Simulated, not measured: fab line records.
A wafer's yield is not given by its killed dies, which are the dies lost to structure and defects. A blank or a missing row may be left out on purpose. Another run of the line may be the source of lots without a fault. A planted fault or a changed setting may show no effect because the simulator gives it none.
Chamber matching / flow n5-finfet / rie-diel-03 running N5_SD_EPI_P_DESCUM_14: 4 sister chambers
The step chemistry O2, time 7.9 s. 8 wafers are shown with their chamber, then 8 later ones without.

## WAFERS, EACH WITH ITS CHAMBER
wafer=L078.6; chamber=3; drypump-motor-current-A (A)=5.6; throttle-valve-pct (%)=20.75
wafer=L081.1; chamber=0; drypump-motor-current-A (A)=5.4; throttle-valve-pct (%)=20.41
wafer=L081.2; chamber=1; drypump-motor-current-A (A)=5.1; throttle-valve-pct (%)=20.60
wafer=L081.3; chamber=2; drypump-motor-current-A (A)=5.1; throttle-valve-pct (%)=20.31
wafer=L081.4; chamber=3; drypump-motor-current-A (A)=5.6; throttle-valve-pct (%)=20.77
wafer=L081.5; chamber=1; drypump-motor-current-A (A)=5.1; throttle-valve-pct (%)=20.61
wafer=L081.6; chamber=0; drypump-motor-current-A (A)=5.5; throttle-valve-pct (%)=20.41
wafer=L082.1; chamber=2; drypump-motor-current-A (A)=5.1; throttle-valve-pct (%)=20.29

## WAFERS WITH NO CHAMBER GIVEN
wafer=L082.2; drypump-motor-current-A (A)=5.1; throttle-valve-pct (%)=20.61
wafer=L082.5; drypump-motor-current-A (A)=5.5; throttle-valve-pct (%)=20.41
wafer=L085.2; drypump-motor-current-A (A)=5.5; throttle-valve-pct (%)=20.42
wafer=L085.3; drypump-motor-current-A (A)=5.1; throttle-valve-pct (%)=20.31
wafer=L085.5; drypump-motor-current-A (A)=5.6; throttle-valve-pct (%)=20.78
wafer=L086.1; drypump-motor-current-A (A)=5.1; throttle-valve-pct (%)=20.63
wafer=L086.5; drypump-motor-current-A (A)=5.1; throttle-valve-pct (%)=20.63
wafer=L086.6; drypump-motor-current-A (A)=5.5; throttle-valve-pct (%)=20.42

## EACH ONE'S CHAMBER
wafer=L082.2; from the rows above=1; in truth=1
wafer=L082.5; from the rows above=0; in truth=0
wafer=L085.2; from the rows above=0; in truth=0
wafer=L085.3; from the rows above=2; in truth=2
wafer=L085.5; from the rows above=3; in truth=3
wafer=L086.1; from the rows above=1; in truth=1
wafer=L086.5; from the rows above=1; in truth=1
wafer=L086.6; from the rows above=0; in truth=0
Correct placement for 8 of the 8. Not placeable from these rows: 0. Number placed wrongly: 0.
How it was worked out, from the rows above alone: a wafer's distance from a chamber is the root of the sum, over the readings, of the square of ((its reading less the chamber's mean) divided by the reading's scatter). The wafer belongs to the nearest chamber; if the next one is less than 2 further off, it can't be placed. Each chamber's mean is taken over the wafers shown for it. The scatter: take each reading less its chamber's mean, square it, sum over the shown wafers, divide by the number of wafers less the number of chambers, and take the root.
